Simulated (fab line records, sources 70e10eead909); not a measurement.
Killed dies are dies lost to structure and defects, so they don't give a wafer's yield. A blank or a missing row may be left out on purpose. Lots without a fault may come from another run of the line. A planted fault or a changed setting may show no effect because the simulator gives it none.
Which tool did it? | flow nand_harc | 24 lots, 72 wafers sampled, at 5 steps of a route of 1159

WHAT THE GAUGES READ, wafer by wafer
NHARC_P_STI_OCD_MEAS_43.
lot  | measured    | on     | trench_depth_nm (nm) | trench_foot_cd_nm (nm)
L074 | day 2 16:46 | ocd-02 | 301 295 301          | 157.4 157.3 157.1
L075 | day 2 16:56 | ocd-01 | 308 305 305          | 162.5 158.9 157.7
L076 | day 3 05:01 | ocd-01 | 299 300 307          | 158.0 155.1 153.8
L077 | day 3 05:08 | ocd-02 | 295 303 301          | 158.1 156.9 160.8
L078 | day 3 13:17 | ocd-01 | 297 304 304          | 159.5 161.9 160.7
L079 | day 3 18:31 | ocd-01 | 292 299 302          | 156.1 154.1 155.7
L080 | day 4 01:29 | ocd-02 | 298 304 298          | 163.6 157.9 157.8
L081 | day 4 08:30 | ocd-02 | 298 300 300          | 160.0 165.4 162.9
L082 | day 4 13:05 | ocd-02 | 298 308 302          | 162.8 158.9 157.9
L083 | day 4 20:52 | ocd-02 | 301 299 305          | 157.5 160.1 154.2
L084 | day 4 21:02 | ocd-01 | 298 295 297          | 159.7 162.0 163.1
L085 | day 5 05:52 | ocd-02 | 300 301 304          | 161.4 162.1 162.8
L086 | day 5 13:59 | ocd-01 | 300 302 298          | 157.3 159.1 163.8
L087 | day 5 21:08 | ocd-02 | 296 295 300          | 158.4 160.4 158.9
L088 | day 5 21:18 | ocd-01 | 306 304 307          | 157.9 157.0 158.3
L089 | day 6 06:54 | ocd-01 | 297 297 296          | 155.4 154.8 158.3
L090 | day 6 14:49 | ocd-02 | 294 300 298          | 161.5 159.9 158.9
L091 | day 6 15:05 | ocd-01 | 305 294 295          | 155.6 159.1 163.1
L092 | day 7 06:42 | ocd-01 | 293 303 296          | 165.2 164.9 163.1
L093 | day 7 06:53 | ocd-02 | 295 301 294          | 158.6 160.1 160.5
L094 | day 7 14:43 | ocd-01 | 302 310 301          | 156.7 157.7 158.3
L095 | day 7 21:10 | ocd-01 | 299 306 295          | 156.8 153.6 157.4
L096 | day 7 21:20 | ocd-02 | 294 298 295          | 151.9 151.8 156.8
L097 | day 8 07:59 | ocd-01 | 295 309 299          | 165.0 156.9 159.5

NHARC_P_GATE_CD_MEAS_11: target cd 1640 nm.
lot  | measured    | on        | cd_nm (nm)
L074 | day 4 05:40 | cd_sem-03 | 1641.4 1643.3 1640.3
L075 | day 4 05:50 | cd_sem-03 | 1640.9 1640.9 1641.4
L076 | day 4 21:51 | cd_sem-03 | 1639.2 1637.0 1637.7
L077 | day 4 21:41 | cd_sem-01 | 1641.8 1640.8 1641.9
L078 | day 4 22:01 | cd_sem-02 | 1642.4 1642.0 1640.1
L079 | day 5 10:59 | cd_sem-01 | 1636.0 1637.3 1638.4
L080 | day 5 10:49 | cd_sem-03 | 1643.8 1639.0 1643.0
L081 | day 5 18:26 | cd_sem-01 | 1638.0 1640.1 1637.1
L082 | day 6 01:22 | cd_sem-01 | 1636.6 1639.4 1639.7
L083 | day 6 13:47 | cd_sem-03 | 1636.6 1637.2 1636.0
L084 | day 6 13:37 | cd_sem-03 | 1641.4 1639.2 1642.4
L085 | day 6 22:50 | cd_sem-01 | 1638.2 1640.8 1638.9
L086 | day 7 10:14 | cd_sem-03 | 1638.3 1639.1 1637.4
L087 | day 7 10:25 | cd_sem-02 | 1641.7 1639.7 1640.6
L088 | day 7 10:34 | cd_sem-02 | 1639.5 1638.2 1640.6
L089 | day 7 20:49 | cd_sem-03 | 1639.2 1641.4 1641.4
L090 | day 8 02:32 | cd_sem-03 | 1642.4 1642.1 1643.3
L091 | day 8 02:31 | cd_sem-02 | 1638.8 1640.4 1636.4
L092 | day 8 22:02 | cd_sem-03 | 1639.5 1640.5 1639.2
L093 | day 8 21:53 | cd_sem-01 | 1641.4 1642.8 1642.0
L094 | day 9 02:44 | cd_sem-03 | 1640.0 1642.4 1642.2
L095 | day 9 09:12 | cd_sem-03 | 1638.3 1638.8 1638.5
L096 | day 9 09:14 | cd_sem-01 | 1637.4 1640.0 1639.9
L097 | day 9 21:05 | cd_sem-02 | 1641.8 1635.6 1638.5

NHARC_P_M0_OVL_MEAS_10: pitch 180 nm.
lot  | measured     | on         | overlay_x_nm (nm) | overlay_y_nm (nm)
L074 | day 6 05:58  | overlay-02 | 0.7 1.1 0.3       | 0.3 -0.4 -0.8
L075 | day 6 09:21  | overlay-01 | 0.3 0.3 1.1       | -1.0 -1.3 -1.3
L076 | day 6 20:23  | overlay-02 | -0.5 -0.8 -1.0    | 0.1 0.5 1.3
L077 | day 6 12:49  | overlay-02 | 0.9 1.4 0.6       | -0.1 -0.8 -0.6
L078 | day 6 13:53  | overlay-02 | -0.2 -0.4 0.2     | -0.6 -0.8 -0.8
L079 | day 7 02:25  | overlay-02 | -0.1 -0.4 -0.4    | -0.4 -0.3 0.3
L080 | day 7 08:10  | overlay-01 | -0.6 -0.9 -1.1    | 0.6 0.8 0.6
L081 | day 7 13:16  | overlay-02 | -0.9 -1.5 -1.6    | 0.0 0.2 0.0
L082 | day 7 22:54  | overlay-02 | 0.4 0.4 0.9       | 0.4 -0.7 -0.2
L083 | day 8 04:11  | overlay-02 | -0.5 -0.7 -0.4    | 1.1 1.2 0.8
L084 | day 8 05:02  | overlay-02 | -1.4 -1.8 -1.5    | -0.1 0.3 -0.4
L085 | day 8 17:22  | overlay-02 | -0.1 -0.6 -0.2    | 1.7 2.0 1.3
L086 | day 9 04:59  | overlay-01 | -0.2 0.2 0.3      | -0.7 -0.9 -0.8
L087 | day 9 06:14  | overlay-02 | -0.1 -0.1 -1.1    | 0.7 0.8 0.9
L088 | day 9 05:39  | overlay-01 | -0.2 -0.5 -0.8    | -0.4 -0.1 -0.2
L089 | day 9 22:16  | overlay-01 | 1.5 1.1 1.3       | -0.2 -0.3 -0.3
L090 | day 9 23:28  | overlay-01 | -1.3 -0.5 -1.0    | 0.8 0.3 1.7
L091 | day 9 22:55  | overlay-01 | -0.2 0.5 0.3      | -0.2 -0.9 -1.4
L092 | day 10 15:26 | overlay-02 | -1.3 -1.1 -0.9    | -1.2 -1.2 -0.9
L093 | day 10 15:00 | overlay-01 | -0.1 0.3 -0.2     | 0.8 1.1 0.8
L094 | day 10 17:02 | overlay-01 | 1.5 1.6 1.5       | -0.3 0.1 -0.2
L095 | day 11 00:37 | overlay-02 | -2.0 -1.8 -1.9    | 1.1 0.2 0.4
L096 | day 11 00:46 | overlay-01 | 0.3 0.4 -0.2      | 0.8 0.9 1.0
L097 | day 11 17:00 | overlay-02 | -0.2 -0.8 -0.5    | 0.8 0.7 0.9

NHARC_P_M1_OVL_MEAS_10: pitch 260 nm.
lot  | measured     | on         | overlay_x_nm (nm) | overlay_y_nm (nm)
L074 | day 6 10:01  | overlay-02 | -0.7 -0.6 -0.6    | -0.1 -0.5 -0.4
L075 | day 6 13:32  | overlay-01 | 0.2 0.6 0.7       | 0.1 0.1 -0.2
L076 | day 7 00:37  | overlay-01 | 2.1 1.6 1.7       | -1.9 -1.8 -2.1
L077 | day 6 16:55  | overlay-01 | -1.0 -1.4 -0.4    | 0.5 0.1 0.1
L078 | day 6 17:53  | overlay-01 | 0.7 0.7 0.8       | -1.4 -1.6 -0.8
L079 | day 7 06:29  | overlay-01 | 1.0 1.0 0.8       | -1.8 -1.1 -1.5
L080 | day 7 12:13  | overlay-01 | -1.3 -1.4 -1.1    | -1.2 -0.9 -0.9
L081 | day 7 17:37  | overlay-01 | -0.4 -1.0 -0.2    | 1.0 1.2 0.6
L082 | day 8 03:52  | overlay-02 | 0.3 0.7 0.9       | -0.4 -0.3 -0.6
L083 | day 8 08:16  | overlay-02 | 0.8 1.3 0.8       | 1.8 1.5 1.3
L084 | day 8 09:07  | overlay-02 | -1.1 -0.6 -0.4    | -1.3 -1.8 -1.5
L085 | day 8 21:39  | overlay-01 | 1.9 1.5 1.9       | -1.0 -0.8 -1.5
L086 | day 9 09:04  | overlay-01 | -0.1 0.3 -0.2     | 0.8 0.6 0.5
L087 | day 9 10:23  | overlay-01 | 1.4 0.7 0.8       | -0.2 -0.4 -0.1
L088 | day 9 09:44  | overlay-02 | -0.1 0.2 0.0      | 0.4 0.3 0.6
L089 | day 10 02:20 | overlay-01 | -1.4 -1.1 -1.1    | -1.3 -1.8 -1.5
L090 | day 10 03:35 | overlay-01 | -0.4 -0.2 -0.4    | -0.6 -0.4 0.0
L091 | day 10 02:53 | overlay-02 | -0.7 0.3 -0.3     | 0.3 0.7 0.1
L092 | day 10 19:34 | overlay-01 | 0.2 -0.2 -0.2     | 0.4 0.0 0.5
L093 | day 10 19:11 | overlay-02 | 1.1 1.6 1.7       | 1.0 1.4 1.5
L094 | day 10 21:19 | overlay-02 | 0.9 1.5 1.6       | 0.8 1.1 0.5
L095 | day 11 04:35 | overlay-02 | 1.0 1.2 0.7       | -0.5 -1.1 -0.8
L096 | day 11 04:59 | overlay-01 | 0.4 -0.1 -0.2     | 0.2 0.4 0.1
L097 | day 11 21:04 | overlay-02 | -0.4 -0.1 -0.1    | 0.8 0.4 0.8

WHICH TOOL RAN EACH LOT (tool, then ch and the chambers of the sampled wafers, then the start)
lot  | NHARC_P_M0_PVD_21
L074 | pvd_sputter-03, day 6 10:01 or earlier
L075 | pvd_sputter-02, day 6 13:32 or earlier
L076 | pvd_sputter-03, day 7 00:37 or earlier
L077 | pvd_sputter-01, day 6 16:55 or earlier
L078 | pvd_sputter-03, day 6 17:53 or earlier
L079 | pvd_sputter-02, day 7 06:29 or earlier
L080 | pvd_sputter-01, day 7 12:13 or earlier
L081 | pvd_sputter-02, day 7 17:37 or earlier
L082 | pvd_sputter-03, day 8 03:52 or earlier
L083 | pvd_sputter-01, day 8 08:16 or earlier
L084 | pvd_sputter-02, day 8 09:07 or earlier
L085 | pvd_sputter-03, day 8 21:39 or earlier
L086 | pvd_sputter-01, day 9 09:04 or earlier
L087 | pvd_sputter-01, day 9 10:23 or earlier
L088 | pvd_sputter-02, day 9 09:44 or earlier
L089 | pvd_sputter-01, day 10 02:20 or earlier
L090 | pvd_sputter-01, day 10 03:35 or earlier
L091 | pvd_sputter-03, day 10 02:53 or earlier
L092 | pvd_sputter-02, day 10 19:34 or earlier
L093 | pvd_sputter-03, day 10 19:11 or earlier
L094 | pvd_sputter-02, day 10 21:19 or earlier
L095 | pvd_sputter-01, day 11 04:35 or earlier
L096 | pvd_sputter-03, day 11 04:59 or earlier
L097 | pvd_sputter-03, day 11 21:04 or earlier
- NHARC_P_M0_PVD_21: deposits Cu, target thk 30 nm, time 20.49 s.

WHAT THE TOOLS THEMSELVES READ (means of the sampled wafers that have a number; where no wafer has one, the mark that the record gives instead)
NHARC_P_M0_PVD_21.
lot  | tool           | throttle_valve_pct (%)
L074 | pvd_sputter-03 | 29.6
L075 | pvd_sputter-02 | 29.4
L076 | pvd_sputter-03 | 28.7
L077 | pvd_sputter-01 | 30.1
L078 | pvd_sputter-03 | 28.3
L079 | pvd_sputter-02 | 29.0
L080 | pvd_sputter-01 | 30.1
L081 | pvd_sputter-02 | 29.3
L082 | pvd_sputter-03 | 28.2
L083 | pvd_sputter-01 | 29.8
L084 | pvd_sputter-02 | 29.0
L085 | pvd_sputter-03 | 29.5
L086 | pvd_sputter-01 | 29.4
L087 | pvd_sputter-01 | 29.9
L088 | pvd_sputter-02 | 28.9
L089 | pvd_sputter-01 | 29.8
L090 | pvd_sputter-01 | 29.3
L091 | pvd_sputter-03 | 28.5
L092 | pvd_sputter-02 | 30.3
L093 | pvd_sputter-03 | 29.5
L094 | pvd_sputter-02 | 29.6
L095 | pvd_sputter-01 | 30.6
L096 | pvd_sputter-03 | 28.4
L097 | pvd_sputter-03 | 28.3

THE ANSWER, worked out from the rows above alone
Rule: what is usual is taken from the lots themselves. Put in order of their means at a reading, lots are off if they are a third of the lots or fewer, leave a main group of 4 or more, and stand apart from it by a gap of 3 or more times the standard deviation of the main group's means; of several such gaps the widest counts. A main group whose means are all the same, to the digits that the tables above print for the reading, isn't used. A lot without any number at a reading at which 4 lots or more have one is off too. The other lots that the step has rows for count as sound. The gauges are gone through in route order, then the tools' own readings, and for those a lot's mean is taken as printed above. The first step at which some lot is off is used, and at that step the reading that is off furthest; a lot without a number counts as furthest.
No lot is off at any reading shown: from this, nothing can be told.

WHAT THE SIMULATOR HAD PUT IN
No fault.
